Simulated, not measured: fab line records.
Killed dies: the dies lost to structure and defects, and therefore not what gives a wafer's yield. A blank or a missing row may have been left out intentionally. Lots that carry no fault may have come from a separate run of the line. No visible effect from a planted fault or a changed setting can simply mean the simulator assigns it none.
Which tool did it? -- flow n5-finfet -- route of 1938 steps, sampled at 1 step: 12 lots, 36 wafers

== WHAT THE GAUGES READ, wafer by wafer ==
N5_BEOL_M10_THK_MEAS_53: measures by xrf.
lot,measured,on,M10_THK (nm)
L074,day 11 11:59,film-metro-02,139 139 136
L077,day 12 00:19,film-metro-01,136 139 138
L078,day 12 07:06,film-metro-01,139 137 142
L083,day 12 13:41,film-metro-02,139 135 141
L084,day 13 21:04,film-metro-02,144 138 140
L088,day 14 00:19,film-metro-01,137 144 134
L086,day 14 16:28,film-metro-01,134 140 136
L089,day 15 01:34,film-metro-02,143 142 138
L091,day 15 11:11,film-metro-01,142 137 142
L093,day 15 20:22,film-metro-02,144 137 142
L095,day 16 07:19,film-metro-02,134 140 138
L097,day 17 08:37,film-metro-02,136 140 138

== WHICH TOOL RAN EACH LOT (tool, then ch and the chambers of the sampled wafers, then the start) ==
The record holds no process step before these readings.

== THE ANSWER, worked out from the rows above alone ==
Rule: usual is defined by the lots themselves. The widest of any qualifying gaps counts: lots, ordered by their means at a reading, are off when they make up no more than a third of the lots, leave a main group of 4 or more, and stand apart from it by 3 or more times the standard deviation of that group's means. The tables above print the reading to a certain number of digits; a main group whose means all agree to those digits is not used. A lot without any number at a reading at which 4 lots or more have one is off too. Where the step has rows for the other lots, those lots are counted as sound.
No lot is off at any reading shown: from this, nothing can be told.

== WHAT THE SIMULATOR HAD PUT IN ==
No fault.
